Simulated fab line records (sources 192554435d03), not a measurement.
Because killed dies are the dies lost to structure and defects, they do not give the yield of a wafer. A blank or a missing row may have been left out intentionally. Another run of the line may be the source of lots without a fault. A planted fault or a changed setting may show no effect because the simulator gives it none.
fab line records	flow n5Finfet
record lots=7	wafers=21
route steps=1938 shown BEOL_M8@1332 BEOL_M9@1411 BEOL_M10@1470 BEOL_M11@1536
startH: start of the lot's first displayed wafer, in hours after the record's first day	waitH: how many hours have passed since the lot's step before this one	" repeats the value in the row above	L1.1+2: a single row standing in for several wafers	- value missing, or start not given	* or withheld: withheld	< > ~ a bound
route shown NAME@n: a module of which the file shows steps, and the number in the route of the first	usual: mean/standard deviation taken from wafers without a fault	same: alike in all rows	chamber/n: place in a boat	sites: per-site readings	_std_site: standard deviation across them	_edge_site: mean of outer sites minus mean of inner sites	radiusMm: how far each site lies from the wafer's centre	mask NAME#n: copy n	behind: the last tool/chamber to shape the wafer	hold: the reason the lot was held/the length of the hold in hours/how it ended	device: which transistor (n, p or np) failed to switch	end of line: tests run on the same wafers once the route is complete	where a step has no rows: the recipe by itself	killed: the dies lost at the first sort to structure and to defects; this is not the yield of the wafer	map: per-die view of a wafer (x killed, . not killed, _ where there is no die)
set.NAME: the run value of the setting; set.NAME@STEP: its run value at that earlier step	model.NAME: the simulator's own value behind a step, which no gauge read
lots where settings were altered on purpose, with a table for each step and a row for each wafer
## steps
# step N5_BEOL_M8_ILD_DEP_00
# recipe material=SiCOH_lowk	targetThkA=1797.5	tempC=300	precursor=DEMS/porogen	pressureTorr=5	rfW=500	timeS=33.4
lot.wafer	tool	chamber	startH	waitH	set.timeS	model.SiCOH_lowk_of_BEOL_M8_ILD_DEP_00.thkNm
L077.1	pecvd-03	0	205.50	0.0	33.4	173.6
L077.3	"	1	"	"	33.4	177.8
L077.5	"	1	"	"	31.84	168.4
L074.1	pecvd-04	1	206.77	0.0	31.38	171.2
L074.4	"	0	"	"	33.4	176.6
L074.6	"	1	"	"	31.38	172.6
L079.1	pecvd-03	1	233.81	0.0	38.19	198.2
L079.3	"	1	"	"	33.4	179
L079.4	"	0	"	"	33.4	178
L081.1	pecvd-04	0	241.19	0.0	36.15	190.8
L081.3	"	1	"	"	33.4	181
L081.6	"	0	"	"	33.4	177.8
L087.1	pecvd-03	1	284.17	0.0	33.4	175.2
L087.2	"	0	"	"	33.4	175.8
L087.3	"	2	"	"	33.4	178.8
L088.2	pecvd-04	2	293.60	0.0	33.4	177.8
L088.3	"	1	"	"	33.4	181.8
L088.6	"	0	"	"	33.4	179.8
L092.1	pecvd-03	2	300.84	0.0	33.4	178
L092.5	"	2	"	"	33.4	179.8
L092.6	"	0	"	"	33.4	177.6
# step N5_BEOL_M8_CURE_74
# recipe tempC=385	timeS=240	ambient=He/Ar	material=SiCOH_lowk
lot.wafer	tool	chamber	startH	waitH	set.timeS@BEOL_M8_ILD_DEP_00	model.SiCOH_lowk_of_BEOL_M8_ILD_DEP_00.thkNm
L077.1	uvCure-01	1	205.59	0.1	33.4	149.6
L077.3	"	1	"	"	33.4	153.2
L077.5	"	1	"	"	31.84	145.2
L074.1	uvCure-02	2	206.83	0.0	31.38	147.6
L074.4	"	2	"	"	33.4	152.4
L074.6	"	2	"	"	31.38	148.8
L079.1	uvCure-03	0	233.89	0.1	38.19	171
L079.3	"	0	"	"	33.4	154.2
L079.4	"	0	"	"	33.4	153.6
L081.1	uvCure-03	0	241.51	0.3	36.15	164.6
L081.3	"	0	"	"	33.4	156
L081.6	"	0	"	"	33.4	153.2
L087.1	uvCure-03	0	284.24	0.0	33.4	151
L087.2	"	0	"	"	33.4	151.6
L087.3	"	0	"	"	33.4	154.2
L088.2	uvCure-03	0	293.74	0.1	33.4	153.4
L088.3	"	0	"	"	33.4	156.8
L088.6	"	0	"	"	33.4	155
L092.1	uvCure-01	2	300.90	0.0	33.4	153.4
L092.5	"	2	"	"	33.4	155
L092.6	"	2	"	"	33.4	153.2
# step N5_BEOL_M8_THK_MEAS_01
# recipe reads=SiCOH_lowk_of_BEOL_M8_ILD_DEP_00
# usual M8_ILD_THK=154.8/2.4
lot.wafer	tool	chamber	startH	waitH	set.timeS@BEOL_M8_ILD_DEP_00	M8_ILD_THK[nm]
L077.1	filmMetro-02	-	206.10	0.4	33.4	149.6
L077.3	"	-	"	"	33.4	153.4
L077.5	"	-	"	"	31.84	144.9
L074.1	filmMetro-01	-	207.34	0.4	31.38	147.5
L074.4	"	-	"	"	33.4	152.3
L074.6	"	-	"	"	31.38	148.8
L079.1	filmMetro-01	-	234.41	0.4	38.19	171.0
L079.3	"	-	"	"	33.4	154.3
L079.4	"	-	"	"	33.4	153.6
L081.1	filmMetro-02	-	242.02	0.4	36.15	164.8
L081.3	"	-	"	"	33.4	156.1
L081.6	"	-	"	"	33.4	153.3
L087.1	filmMetro-02	-	284.75	0.4	33.4	151.1
L087.2	"	-	"	"	33.4	151.6
L087.3	"	-	"	"	33.4	154.3
L088.2	filmMetro-01	-	294.18	0.4	33.4	153.4
L088.3	"	-	"	"	33.4	156.8
L088.6	"	-	"	"	33.4	155.0
L092.1	filmMetro-02	-	301.42	0.4	33.4	153.4
L092.5	"	-	"	"	33.4	155.1
L092.6	"	-	"	"	33.4	153.0
# step N5_BEOL_M8_COAT_59
# recipe resist=SOC	tempC=250	timeS=60	spinRpm=1500	resistThkNm=100
lot.wafer	tool	chamber	startH	waitH	set.spinRpm	model.SOC_of_BEOL_M8_COAT_59.thkNm
L077.1	lithoTrack-01	0	206.82	0.1	1500	100.2
L077.3	"	0	"	"	1500	100.4
L077.5	"	0	"	"	1369	105
L074.1	lithoTrack-01	0	208.37	0.1	1377	104
L074.4	"	0	"	"	1500	99.4
L074.6	"	0	"	"	1500	99.8
L079.1+4	lithoTrack-03	0	235.64	0.1	1500	99.8
L079.3	"	0	"	"	1664	94.4
L081.1+3	lithoTrack-05	0	242.88	0.1	1500	100
L081.6	"	0	"	"	1500	99.8
L087.1	lithoTrack-01	0	285.83	0.1	1500	100
L087.2	"	0	"	"	1406	103.6
L087.3	"	0	"	"	1406	103.4
L088.2+6	lithoTrack-03	0	294.80	0.1	1500	100
L088.3	"	0	"	"	1500	100.2
L092.1	lithoTrack-03	0	301.94	0.1	1500	100.2
L092.5	"	0	"	"	1624	96.4
L092.6	"	0	"	"	1624	96
# step N5_BEOL_M8_COAT_60
# recipe resist=SiARC	tempC=220	timeS=60	spinRpm=1500	resistThkNm=35
# step N5_BEOL_M8_COAT_05
# recipe resist=CAR-ArF	spinRpm=1500	resistThkNm=90
# step N5_BEOL_M8_DESCUM_16
# recipe chemistry=O2	timeS=7.9	sourcePowerW=50	biasPowerW=20	pressureMtorr=20	rfFrequencyHz=2.712e+07	tempC=40	resist=CAR-ArF	o2FlowSccm=225
# step N5_BEOL_M8_ETCH_61
# recipe chemistry=CF4	target=SiARC	targetDepthA=455	maskMaterial=CAR-ArF	timeS=75.8	ionEnergyEv=80	pressureMtorr=40	sourceW=545	biasW=36	Ar_flow_sccm=100	cf4FlowSccm=100	ends=cleared
# step N5_BEOL_M8_ETCH_62
# recipe chemistry=N2/H2	target=SOC	targetDepthA=1100	overetchA=220	maskMaterial=SiARC	tempC=40	timeS=165	ionEnergyEv=200	pressureMtorr=30	sourceW=840	biasW=150	n2FlowSccm=200	h2FlowSccm=200
lot.wafer	tool	chamber	startH	waitH	set.spinRpm@BEOL_M8_COAT_59	model.etch.depthNm
L077.1	rieDiel-04	3	207.24	0.0	1500	100.1
L077.3	"	0	"	"	1500	100.3
L077.5	"	0	"	"	1369	105
L074.1	rieDiel-02	1	208.79	0.0	1377	104
L074.4	"	2	"	"	1500	99.48
L074.6	"	3	"	"	1500	99.88
L079.1	rieDiel-04	0	237.81	0.0	1500	99.84
L079.3	"	1	"	"	1664	94.5
L079.4	"	1	"	"	1500	99.88
L081.1	rieDiel-03	2	243.43	0.0	1500	99.97
L081.3	"	0	"	"	1500	100
L081.6	"	3	"	"	1500	99.87
L087.1	rieDiel-03	3	286.43	0.0	1500	100.1
L087.2	"	0	"	"	1406	103.6
L087.3	"	2	"	"	1406	103.4
L088.2+6	rieDiel-03	2,1	295.35	0.0	1500	100.1
L088.3	"	0	"	"	1500	100.3
L092.1	rieDiel-02	0	302.49	0.0	1500	100.1
L092.5	"	0	"	"	1624	96.37
L092.6	"	1	"	"	1624	95.97
# step N5_BEOL_M8_STRIP_68
# recipe chemistry=N2/H2	tempC=40	n2FlowSccm=200	h2FlowSccm=200	rfFrequencyHz=6e+07
# step N5_BEOL_M8_STRIP_67
# recipe chemistry=CF4	resist=SiARC	powerW=300	biasPowerW=75	pressureMtorr=50	cf4FlowSccm=150	rfFrequencyHz=6e+07
# step N5_BEOL_M8_HM_OPEN_17
# recipe chemistry=Cl2/BCl3	targetDepthA=200	overetchA=60	target=TiN	maskMaterial=SOC	ionEnergyEv=150	pressureMtorr=10	icpW=1000	biasW=126	Cl2_flow_sccm=53.25	bcl3FlowSccm=21.75	Ar_flow_sccm=25
lot.wafer	tool	chamber	startH	waitH	set.spinRpm@BEOL_M8_COAT_59	model.SOC_of_BEOL_M8_COAT_59.thkNm
L077.1	rieMetal-01	1	207.43	0.0	1500	92.2
L077.3	"	0	"	"	1500	92.4
L077.5	"	1	"	"	1369	97
L074.1	rieMetal-03	0	208.98	0.0	1377	95.8
L074.4	"	1	"	"	1500	91.4
L074.6	"	1	"	"	1500	91.8
L079.1+4	rieMetal-01	1	238.00	0.0	1500	92
L079.3	"	0	"	"	1664	86.6
L081.1+3	rieMetal-01	1	243.61	0.0	1500	92.2
L081.6	"	0	"	"	1500	92
L087.1	rieMetal-02	1	286.62	0.0	1500	92
L087.2	"	0	"	"	1406	95.6
L087.3	"	0	"	"	1406	95.2
L088.2+6	rieMetal-01	0,1	295.54	0.0	1500	92.2
L088.3	"	1	"	"	1500	92.4
L092.1	rieMetal-03	0	302.68	0.0	1500	92
L092.5	"	0	"	"	1624	88.4
L092.6	"	1	"	"	1624	87.8
# step N5_BEOL_M9_EXPOSE_08
# recipe maskId=M9	na=1.35	sourceShape=dipole	sigmaInner=0.411	sigmaOuter=0.611	polarization=te	doseMj=53.75
lot.wafer	tool	chamber	startH	waitH	mask	set.doseMj
L074.1	arfiScanner-01	0	222.49	-	M9#0	51.75
L074.4+6	"	0	"	"	M9#0	53.75
L077.1	arfiScanner-01	0	224.15	-	M9#0	55.02
L077.3+5	"	0	"	"	M9#0	53.75
L079.1+3+4	arfiScanner-01	0	245.62	-	M9#0	53.75
L081.1+3+6	arfiScanner-02	0	251.29	-	M9#0	53.75
L087.1	arfiScanner-01	0	297.29	-	M9#0	51.07
L087.2+3	"	0	"	"	M9#0	53.75
L088.2+3+6	arfiScanner-03	0	302.43	-	M9#0	53.75
L092.1+5+6	arfiScanner-03	0	311.60	-	M9#0	53.75
# step N5_BEOL_M9_PEB_09
# recipe pebTempC=withheld	pebTimeS=60	resist=CAR-ArF
# step N5_BEOL_M9_DEVELOP_10
# recipe developTimeS=30	developer=TMAH	resist=CAR-ArF	rinseLiquid=diw	dry=airSpin	devTempC=23
# step N5_BEOL_M9_CD_MEAS_11
# recipe targetCdNm=64.1	landingEnergyEv=500	detector=seInlens	polarity=opening
# usual cdNm=64.3/0.56
lot.wafer	tool	chamber	startH	waitH	set.doseMj@BEOL_M9_EXPOSE_08	cdNm
L074.1	cdSem-02	0	222.62	-	51.75	62.5
L074.4	"	0	"	"	53.75	64.1
L074.6	"	0	"	"	53.75	64.0
L077.1	cdSem-01	0	224.27	-	55.02	65.5
L077.3	"	0	"	"	53.75	64.1
L077.5	"	0	"	"	53.75	65.0
L079.1	cdSem-01	0	245.74	-	53.75	64.3
L079.3	"	0	"	"	53.75	63.4
L079.4	"	0	"	"	53.75	65.0
L081.1	cdSem-03	0	251.42	-	53.75	64.9
L081.3	"	0	"	"	53.75	64.9
L081.6	"	0	"	"	53.75	65.4
L087.1	cdSem-02	0	297.42	-	51.07	61.5
L087.2	"	0	"	"	53.75	64.0
L087.3	"	0	"	"	53.75	64.0
L088.2	cdSem-02	0	302.55	-	53.75	64.3
L088.3	"	0	"	"	53.75	64.7
L088.6	"	0	"	"	53.75	64.6
L092.1	cdSem-03	0	311.73	-	53.75	64.6
L092.5	"	0	"	"	53.75	65.3
L092.6	"	0	"	"	53.75	64.7
# step N5_BEOL_M9_DESCUM_16
# recipe chemistry=O2	timeS=7.9	sourcePowerW=50	biasPowerW=20	pressureMtorr=20	rfFrequencyHz=2.712e+07	tempC=40	resist=CAR-ArF	o2FlowSccm=225
# step N5_BEOL_M9_ETCH_61
# recipe chemistry=CF4	target=SiARC	targetDepthA=390	maskMaterial=CAR-ArF	timeS=65	ionEnergyEv=80	pressureMtorr=40	sourceW=545	biasW=36	Ar_flow_sccm=100	cf4FlowSccm=100	ends=cleared
lot.wafer	tool	chamber	startH	waitH	set.doseMj@BEOL_M9_EXPOSE_08	model.BEOL_M9.cdOffsetNm
L074.1	rieDiel-01	2	222.74	0.0	51.75	-2
L074.4	"	0	"	"	53.75	-0.2
L074.6	"	0	"	"	53.75	-1
L077.1	rieDiel-06	2	225.11	0.0	55.02	1.6
L077.3	"	3	"	"	53.75	0
L077.5	"	0	"	"	53.75	0.8
L079.1	rieDiel-01	1	246.01	0.0	53.75	0.4
L079.3	"	3	"	"	53.75	-0.4
L079.4	"	2	"	"	53.75	0.6
L081.1	rieDiel-06	2	251.54	0.0	53.75	0.8
L081.3	"	1	"	"	53.75	0.6
L081.6	"	0	"	"	53.75	1.6
L087.1	rieDiel-06	2	297.57	0.0	51.07	-2.6
L087.2	"	3	"	"	53.75	0
L087.3	"	0	"	"	53.75	0.4
L088.2	rieDiel-01	3	302.68	0.0	53.75	0.4
L088.3+6	"	1,3	"	"	53.75	0.6
L092.1	rieDiel-01	2	311.85	0.0	53.75	0.8
L092.5	"	3	"	"	53.75	1.2
L092.6	"	0	"	"	53.75	0.4
# step N5_BEOL_M10_ILD_DEP_00
# recipe material=SiCOH_lowk	targetThkA=3085.1	tempC=300	precursor=DEMS/porogen	pressureTorr=5	rfW=500	timeS=58
lot.wafer	tool	chamber	startH	waitH	set.timeS	model.SiCOH_lowk_of_BEOL_M10_ILD_DEP_00.thkNm
L074.1	pecvd-04	2	228.36	0.0	58	302.8
L074.4	"	1	"	"	66.14	350.8
L074.6	"	0	"	"	66.14	355.4
L077.1	pecvd-03	0	228.80	0.0	58	307
L077.3	"	0	"	"	60.9	323.2
L077.5	"	0	"	"	60.9	328.2
L079.1	pecvd-02	1	250.14	0.0	58	302
L079.3	"	0	"	"	58	309
L079.4	"	2	"	"	58	307.2
L081.1	pecvd-03	0	258.11	0.0	63.65	332.4
L081.3	"	2	"	"	63.65	330.8
L081.6	"	0	"	"	58	307.4
L087.1	pecvd-03	1	301.65	0.0	58	301
L087.2	"	0	"	"	62.29	322
L087.3	"	2	"	"	58	304.6
L088.2	pecvd-04	0	308.30	0.0	58	312.6
L088.3	"	1	"	"	58	305.8
L088.6	"	0	"	"	58	310.2
L092.1	pecvd-02	1	317.36	0.0	64.48	338.2
L092.5	"	0	"	"	58	305.2
L092.6	"	2	"	"	64.48	342.8
# step N5_BEOL_M10_CURE_71
# recipe tempC=385	timeS=240	ambient=He/Ar	material=SiCOH_lowk
lot.wafer	tool	chamber	startH	waitH	set.timeS@BEOL_M10_ILD_DEP_00	model.SiCOH_lowk_of_BEOL_M10_ILD_DEP_00.thkNm
L074.1	uvCure-02	0	228.44	0.0	58	263
L074.4	"	0	"	"	66.14	305.6
L074.6	"	0	"	"	66.14	309.6
L077.1	uvCure-01	0	228.91	0.1	58	266.6
L077.3	"	0	"	"	60.9	281
L077.5	"	0	"	"	60.9	285.4
L079.1	uvCure-02	1	250.21	0.0	58	262.2
L079.3	"	1	"	"	58	268.4
L079.4	"	1	"	"	58	266.8
L081.1	uvCure-02	2	258.19	0.0	63.65	289.2
L081.3	"	2	"	"	63.65	287.8
L081.6	"	2	"	"	58	267
L087.1	uvCure-01	0	301.73	0.0	58	261.4
L087.2	"	0	"	"	62.29	280
L087.3	"	0	"	"	58	264.6
L088.2	uvCure-01	0	308.54	0.2	58	271.6
L088.3	"	0	"	"	58	265.6
L088.6	"	0	"	"	58	269.6
L092.1	uvCure-03	0	317.44	0.0	64.48	294.4
L092.5	"	0	"	"	58	265
L092.6	"	0	"	"	64.48	298.4
# step N5_BEOL_M10_THK_MEAS_01
# recipe reads=SiCOH_lowk_of_BEOL_M10_ILD_DEP_00
# usual M10_ILD_THK=267/3.3
lot.wafer	tool	chamber	startH	waitH	set.timeS@BEOL_M10_ILD_DEP_00	M10_ILD_THK[nm]
L074.1	filmMetro-02	-	228.95	0.4	58	263
L074.4	"	-	"	"	66.14	305
L074.6	"	-	"	"	66.14	310
L077.1	filmMetro-02	-	229.42	0.4	58	267
L077.3	"	-	"	"	60.9	281
L077.5	"	-	"	"	60.9	286
L079.1	filmMetro-01	-	251.21	0.8	58	262
L079.3	"	-	"	"	58	269
L079.4	"	-	"	"	58	267
L081.1	filmMetro-02	-	258.70	0.4	63.65	289
L081.3	"	-	"	"	63.65	288
L081.6	"	-	"	"	58	267
L087.1	filmMetro-01	-	302.24	0.4	58	261
L087.2	"	-	"	"	62.29	280
L087.3	"	-	"	"	58	264
L088.2	filmMetro-02	-	309.37	0.7	58	272
L088.3	"	-	"	"	58	266
L088.6	"	-	"	"	58	270
L092.1	filmMetro-01	-	317.95	0.4	64.48	294
L092.5	"	-	"	"	58	265
L092.6	"	-	"	"	64.48	298
# step N5_BEOL_M11_ILD_DEP_00
# recipe material=SiCOH_lowk	targetThkA=3085.1	tempC=300	precursor=DEMS/porogen	pressureTorr=5	rfW=500	timeS=58
lot.wafer	tool	chamber	startH	waitH	set.timeS	model.SiCOH_lowk_of_BEOL_M11_ILD_DEP_00.thkNm
L074.1	pecvd-01	0	240.24	0.0	58	303.4
L074.4	"	0	"	"	58	309.8
L074.6	"	1	"	"	51.03	269.8
L077.1	pecvd-04	2	240.69	0.0	53.77	283.2
L077.3	"	1	"	"	58	305.8
L077.5	"	0	"	"	53.77	284.2
L079.1	pecvd-02	2	257.68	0.0	58	305.8
L079.3	"	0	"	"	58	304.2
L079.4	"	1	"	"	54.73	296.2
L081.1	pecvd-04	2	264.62	0.0	58	305.8
L081.3	"	1	"	"	64.06	342.6
L081.6	"	0	"	"	58	314.4
L087.1	pecvd-01	2	309.26	0.0	58	301.6
L087.2	"	0	"	"	58	304
L087.3	"	1	"	"	58	305.4
L088.2	pecvd-02	2	318.23	0.0	58	310.6
L088.3	"	0	"	"	58	302.8
L088.6	"	1	"	"	58	313.6
L092.1	pecvd-01	2	326.08	0.0	58	303.8
L092.5	"	0	"	"	58	313.2
L092.6	"	2	"	"	52.95	282.6
# step N5_BEOL_M11_CURE_71
# recipe tempC=385	timeS=240	ambient=He/Ar	material=SiCOH_lowk
lot.wafer	tool	chamber	startH	waitH	set.timeS@BEOL_M11_ILD_DEP_00	model.SiCOH_lowk_of_BEOL_M11_ILD_DEP_00.thkNm
L074.1	uvCure-03	2	240.31	0.0	58	263.6
L074.4	"	2	"	"	58	269.2
L074.6	"	2	"	"	51.03	233.8
L077.1	uvCure-02	0	240.76	0.0	53.77	245.6
L077.3	"	0	"	"	58	265.6
L077.5	"	0	"	"	53.77	246.6
L079.1	uvCure-03	2	257.88	0.2	58	265.6
L079.3	"	2	"	"	58	264.2
L079.4	"	2	"	"	54.73	257.2
L081.1	uvCure-02	2	264.70	0.0	58	265.6
L081.3	"	2	"	"	64.06	298.2
L081.6	"	2	"	"	58	273.2
L087.1	uvCure-01	1	309.34	0.0	58	261.8
L087.2	"	1	"	"	58	264
L087.3	"	1	"	"	58	265.2
L088.2	uvCure-01	0	318.39	0.1	58	270
L088.3	"	0	"	"	58	263
L088.6	"	0	"	"	58	272.4
L092.1	uvCure-03	0	326.15	0.0	58	263.8
L092.5	"	0	"	"	58	272.2
L092.6	"	0	"	"	52.95	245.2
# step N5_BEOL_M11_THK_MEAS_01
# recipe reads=SiCOH_lowk_of_BEOL_M11_ILD_DEP_00
# usual M11_ILD_THK=268/3.6
lot.wafer	tool	chamber	startH	waitH	set.timeS@BEOL_M11_ILD_DEP_00	M11_ILD_THK[nm]
L074.1	filmMetro-01	-	240.83	0.4	58	263
L074.4	"	-	"	"	58	269
L074.6	"	-	"	"	51.03	234
L077.1	filmMetro-02	-	241.28	0.4	53.77	246
L077.3	"	-	"	"	58	266
L077.5	"	-	"	"	53.77	247
L079.1	filmMetro-02	-	258.39	0.4	58	266
L079.3	"	-	"	"	58	264
L079.4	"	-	"	"	54.73	257
L081.1	filmMetro-01	-	265.21	0.4	58	266
L081.3	"	-	"	"	64.06	299
L081.6	"	-	"	"	58	273
L087.1	filmMetro-02	-	310.33	0.8	58	262
L087.2	"	-	"	"	58	264
L087.3	"	-	"	"	58	265
L088.2	filmMetro-01	-	318.83	0.4	58	270
L088.3	"	-	"	"	58	263
L088.6	"	-	"	"	58	272
L092.1	filmMetro-01	-	326.67	0.4	58	264
L092.5	"	-	"	"	58	272
L092.6	"	-	"	"	52.95	245
## key
split step=N5_BEOL_M8_ILD_DEP_00	setting=timeS	stated=33.4	by=wafer
response step=N5_BEOL_M8_ILD_DEP_00	reading=model.SiCOH_lowk_of_BEOL_M8_ILD_DEP_00.thkNm	change=+1.32	per=1%	r=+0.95
response step=N5_BEOL_M8_CURE_74	reading=model.SiCOH_lowk_of_BEOL_M8_ILD_DEP_00.thkNm	change=+1.15	per=1%	r=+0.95
response step=N5_BEOL_M8_THK_MEAS_01	reading=M8_ILD_THK	change=+1.16	per=1%	r=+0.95
split step=N5_BEOL_M8_COAT_59	setting=spinRpm	stated=1500	by=wafer
response step=N5_BEOL_M8_COAT_59	reading=model.SOC_of_BEOL_M8_COAT_59.thkNm	change=-0.516	per=1%	r=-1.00
response step=N5_BEOL_M8_ETCH_62	reading=model.etch.depthNm	change=-0.511	per=1%	r=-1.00
response step=N5_BEOL_M8_HM_OPEN_17	reading=model.SOC_of_BEOL_M8_COAT_59.thkNm	change=-0.507	per=1%	r=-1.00
split step=N5_BEOL_M9_EXPOSE_08	setting=doseMj	stated=53.75	by=wafer
response step=N5_BEOL_M9_CD_MEAS_11	reading=cdNm	change=+0.458	per=1%	r=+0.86
response step=N5_BEOL_M9_ETCH_61	reading=model.BEOL_M9.cdOffsetNm	change=+0.497	per=1%	r=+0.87
split step=N5_BEOL_M10_ILD_DEP_00	setting=timeS	stated=58	by=wafer
response step=N5_BEOL_M10_ILD_DEP_00	reading=model.SiCOH_lowk_of_BEOL_M10_ILD_DEP_00.thkNm	change=+3.17	per=1%	r=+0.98
response step=N5_BEOL_M10_CURE_71	reading=model.SiCOH_lowk_of_BEOL_M10_ILD_DEP_00.thkNm	change=+2.81	per=1%	r=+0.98
response step=N5_BEOL_M10_THK_MEAS_01	reading=M10_ILD_THK	change=+2.81	per=1%	r=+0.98
split step=N5_BEOL_M11_ILD_DEP_00	setting=timeS	stated=58	by=wafer
response step=N5_BEOL_M11_ILD_DEP_00	reading=model.SiCOH_lowk_of_BEOL_M11_ILD_DEP_00.thkNm	change=+2.94	per=1%	r=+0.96
response step=N5_BEOL_M11_CURE_71	reading=model.SiCOH_lowk_of_BEOL_M11_ILD_DEP_00.thkNm	change=+2.6	per=1%	r=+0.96
response step=N5_BEOL_M11_THK_MEAS_01	reading=M11_ILD_THK	change=+2.59	per=1%	r=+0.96
